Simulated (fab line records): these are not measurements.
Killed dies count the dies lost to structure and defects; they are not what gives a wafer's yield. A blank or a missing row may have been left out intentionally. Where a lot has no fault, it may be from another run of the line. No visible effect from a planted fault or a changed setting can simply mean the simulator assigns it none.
Lot-split experiment    flow n5-finfet    39 wafers read from 7 lots, route of 1938 steps

== THE SPLIT ==
At N5_FIN_CUT_CUT_ETCH_15 (etches Si in HBr/Cl2/O2, target depth 100 nm, bt time 10 s, time 42.4 s), the setting target-depth-a was moved away from the recipe's 1000 angstrom on 15 of the 39 wafers read, by -8.4% to +6.9%. This setting was run at the recipe's value on the other wafers.

Reading taken at the split's own step.

== THE READING ==
FIN_CUT.feature-depth-nm (the simulator's own value, which no gauge read), in nm, at N5_FIN_CUT_CUT_ETCH_15 (etches Si in HBr/Cl2/O2, target depth 100 nm, bt time 10 s, time 42.4 s). The file does not state a usual value for it. Across the 24 wafers here that went through the recipe, the average is 100.7 nm and the standard deviation 1.9 nm.

wafer   tool, chamber at the split  target-depth-a as run, angstrom  against the recipe  FIN_CUT.feature-depth-nm, nm  against lot-mates on the recipe
L074.1  rie-si-06, 0                1000                             recipe              99.2                          -
L074.4  rie-si-06, 3                1000                             recipe              103.2                         -
L074.5  rie-si-06, 0                1000                             recipe              99.8                          -
L080.1  rie-si-06, 2                1069                             +6.9%               111.6                         +9.2
L080.2  rie-si-06, 1                1000                             recipe              103.8                         -
L080.3  rie-si-06, 3                1069                             +6.9%               110.4                         +8.0
L080.4  rie-si-06, 0                1069                             +6.9%               106.4                         +4.0
L080.5  rie-si-06, 1                1000                             recipe              104.4                         -
L080.6  rie-si-06, 0                1000                             recipe              99                            -
L086.1  rie-si-02, 3                1066                             +6.6%               104.8                         +4.7
L086.2  rie-si-02, 0                1000                             recipe              101.4                         -
L086.3  rie-si-02, 1                1066                             +6.6%               106.4                         +6.3
L086.4  rie-si-02, 2                1066                             +6.6%               103.8                         +3.7
L086.5  rie-si-02, 2                1000                             recipe              98.6                          -
L086.6  rie-si-02, 1                1000                             recipe              100.4                         -
L093.1  rie-si-05, 3                1000                             recipe              99.2                          -
L093.2  rie-si-05, 0                1000                             recipe              98.4                          -
L093.3  rie-si-05, 1                1000                             recipe              101                           -
L093.4  rie-si-05, 2                1000                             recipe              100.2                         -
L093.5  rie-si-05, 3                1000                             recipe              97.8                          -
L093.6  rie-si-05, 2                1000                             recipe              101.8                         -
L095.1  rie-si-06, 3                1000                             recipe              100.6                         -
L095.2  rie-si-06, 1                1033                             +3.3%               105.8                         +4.9
L095.3  rie-si-06, 2                1033                             +3.3%               104.8                         +3.9
L095.4  rie-si-06, 1                1033                             +3.3%               106.8                         +5.9
L095.5  rie-si-06, 3                1000                             recipe              100.6                         -
L095.6  rie-si-06, 2                1000                             recipe              101.4                         -
L096.1  rie-si-06, 3                953.5                            -4.6%               97                            -5.8
L096.2  rie-si-06, 1                1000                             recipe              103.2                         -
L096.3  rie-si-06, 2                953.5                            -4.6%               97.8                          -5.0
L096.4  rie-si-06, 1                1000                             recipe              103.6                         -
L096.5  rie-si-06, 3                1000                             recipe              101.6                         -
L096.6  rie-si-06, 2                953.5                            -4.6%               97.6                          -5.2
L097.1  rie-si-02, 1                916.5                            -8.4%               92                            -7.1
L097.2  rie-si-02, 3                1000                             recipe              98                            -
L097.3  rie-si-02, 0                916.5                            -8.4%               93                            -6.1
L097.4  rie-si-02, 2                1000                             recipe              98.6                          -
L097.5  rie-si-02, 3                916.5                            -8.4%               90.4                          -8.7
L097.6  rie-si-02, 0                1000                             recipe              100.6                         -

THE FIT
A straight line over all 39 wafers: FIN_CUT.feature-depth-nm changes by +1.01 nm for each +1% of target-depth-a; r = +0.89; the points scatter about the line by 2 nm.
The same after taking each lot's own level away (the mean of its wafers on the recipe; 39 wafers): +0.943 nm for each +1%; r = +0.92; scatter 1.6 nm.
Per that fit: largest target-depth-a move, reading shift of 7.9 nm.
The lots' own levels span 99.07 to 102.80 nm, that is 2.0 times the standard deviation above.
The two slopes agree, so the slope changes little with the lot-to-lot level.
Check: -7.96 nm against its lot-mates is what the line predicts for one of the wafers moved furthest among these (-8.4%) when that wafer is left out of the fit. It came out at -7.07 nm against them.

== OTHER SPLITS APPLIED TO THESE WAFERS ==
Before the reading, these wafers also passed through other splits. Each is held against what the fit with the lots' levels taken away leaves over:
other split on the same wafers                wafers away from the commonest value  r with FIN_CUT.feature-depth-nm (lot level and that fit taken away)
N5_WELL_APT_IMPLANT_15 energy-kev             12                                    -0.20
N5_PMOS_HMC_CHANNEL_EPI_EPI_20 pressure-torr  24                                    -0.17
N5_FIN_CUT_CUT_ETCH_26 target-depth-a         9                                     +0.41

== THE WHOLE CHAIN: every reading that the file lists as answering this split, in the file's order ==
step                    what it does                                                             reading                                                                    change (the file's fit)                r (the file's)
N5_FIN_CUT_CUT_ETCH_15  etches Si in HBr/Cl2/O2, target depth 100 nm, bt time 10 s, time 42.4 s  etch.depth-nm (the simulator's own value, which no gauge read)             +0.943 nm for each +1% of the setting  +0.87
N5_FIN_CUT_CUT_ETCH_15  etches Si in HBr/Cl2/O2, target depth 100 nm, bt time 10 s, time 42.4 s  FIN_CUT.feature-depth-nm (the simulator's own value, which no gauge read)  +0.944 nm for each +1% of the setting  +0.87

== THE FILE'S OWN FIT ==
FIN_CUT.feature-depth-nm changes by +0.944 nm for each +1% of target-depth-a, r = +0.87.
